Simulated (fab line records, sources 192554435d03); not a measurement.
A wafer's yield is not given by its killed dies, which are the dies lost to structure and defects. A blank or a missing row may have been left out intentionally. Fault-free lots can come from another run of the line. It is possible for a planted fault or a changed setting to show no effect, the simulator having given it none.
Matching of chambers	flow n5_finfet	cmp-01 running N5_HKMG_FIN_CMP_94: 4 sister chambers
The step polishes, stops on SiNx, t overpolish 4.7 s, target thk 43.299 nm. 4 wafers are shown with their chamber, then 11 later ones without.

WAFERS PAIRED WITH THEIR CHAMBERS
wafer	chamber	motor_current_A (A)
L088.6	1	11.1
L090.1	2	11.3
L090.6	3	11.4
L092.1	0	12.7

WAFERS WITHOUT THEIR CHAMBER
wafer	motor_current_A (A)
L092.2	10.6
L092.4	11.2
L093.1	10.8
L093.3	11.3
L093.4	10.9
L095.2	12.4
L095.4	10.5
L095.5	10.0
L096.1	13.0
L096.4	12.2
L096.5	11.6

EACH ONE'S CHAMBER
wafer	from the rows above	in truth
L092.2	can't be placed: 1 or 2 or 3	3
L092.4	can't be placed: 1 or 2 or 3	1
L093.1	can't be placed: 1 or 2 or 3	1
L093.3	can't be placed: 2 or 3 or 1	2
L093.4	can't be placed: 1 or 2 or 3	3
L095.2	can't be placed: 0 or 3 or 2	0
L095.4	can't be placed: 1 or 2 or 3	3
L095.5	can't be placed: 1 or 2 or 3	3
L096.1	0	0
L096.4	can't be placed: 0 or 3 or 2 or 1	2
L096.5	can't be placed: 3 or 2 or 1 or 0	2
Correctly placed: 1 of 11. Not placeable from these rows: 10 (in 10, the candidates include the true chamber). 0 placed wrongly.
How it was worked out, from the rows above alone: a wafer's distance from a chamber is the root of the sum, over the readings, of the square of ((its reading less the chamber's mean) divided by the reading's scatter). If the next closest chamber is less than 2 further off than the closest, the wafer can't be placed; otherwise it belongs to the closest. For every chamber, the mean is computed from those of its wafers that are shown. The scatter: with one shown wafer a chamber, the root of the mean of the squares of how far each hidden wafer lies from its nearest shown one.
